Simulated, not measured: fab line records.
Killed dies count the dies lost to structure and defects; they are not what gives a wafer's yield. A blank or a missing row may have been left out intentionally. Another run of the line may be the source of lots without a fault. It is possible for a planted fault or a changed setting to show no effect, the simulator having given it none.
Chamber matching + flow nand harc + NHARC_A_STAIRCASE_CMP_472 on cmp-02 has 4 sister chambers
The step polishes SiO2. 16 wafers are shown with their chamber, then 8 later ones without.

## WAFERS, EACH WITH ITS CHAMBER
| wafer  | chamber | motor current A (A) |
|--------|---------|---------------------|
| L074.1 | 3       | 10.6                |
| L074.3 | 2       | 10.8                |
| L074.6 | 0       | 11.2                |
| L082.3 | 0       | 11.2                |
| L082.5 | 1       | 11.5                |
| L082.6 | 2       | 10.8                |
| L080.1 | 1       | 11.6                |
| L080.4 | 3       | 11.3                |
| L080.5 | 0       | 11.3                |
| L081.4 | 3       | 11.4                |
| L081.5 | 0       | 11.3                |
| L081.6 | 1       | 12.1                |
| L086.2 | 0       | 11.4                |
| L086.3 | 2       | 10.1                |
| L086.4 | 3       | 11.4                |
| L090.1 | 0       | 11.8                |

SIGNATURES (averages over the wafers above)
| reading         | chamber 0 | chamber 1 | chamber 2 | chamber 3 | scatter within a chamber |
|-----------------|-----------|-----------|-----------|-----------|--------------------------|
| motor current A | 11.367    | 11.733    | 10.567    | 11.175    | 0.321                    |
Rule: a wafer's distance from a chamber is the root of the sum, over the readings, of the square of ((its reading less the chamber's mean) divided by the reading's scatter). If the next closest chamber is less than 2 further off than the closest, the wafer can't be placed; otherwise it belongs to the closest. The scatter: the root of (the sum of the squares of (reading less its chamber's mean) over the shown wafers, divided by (wafers less chambers)).

## WAFERS MISSING THEIR CHAMBER
| wafer  | motor current A (A) |
|--------|---------------------|
| L090.3 | 11.2                |
| L090.6 | 10.7                |
| L092.2 | 10.8                |
| L092.3 | 13.0                |
| L092.5 | 10.6                |
| L095.1 | 11.0                |
| L095.2 | 12.2                |
| L095.4 | 11.0                |

## WHICH CHAMBER EACH WENT THROUGH
| wafer  | from the rows above               | in truth |
|--------|-----------------------------------|----------|
| L090.3 | can't be placed: 3 or 0 or 1 or 2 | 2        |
| L090.6 | can't be placed: 2 or 3 or 0      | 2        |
| L092.2 | can't be placed: 2 or 3 or 0      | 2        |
| L092.3 | can't be placed: 1 or 0 or 3      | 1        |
| L092.5 | can't be placed: 2 or 3           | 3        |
| L095.1 | can't be placed: 3 or 0 or 2 or 1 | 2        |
| L095.2 | can't be placed: 1 or 0 or 3      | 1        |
| L095.4 | can't be placed: 3 or 0 or 2 or 1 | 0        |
Correctly placed: 0 of 8. Unplaceable from these rows: 8, with the true chamber sitting among the candidates in 8. 0 placed wrongly.
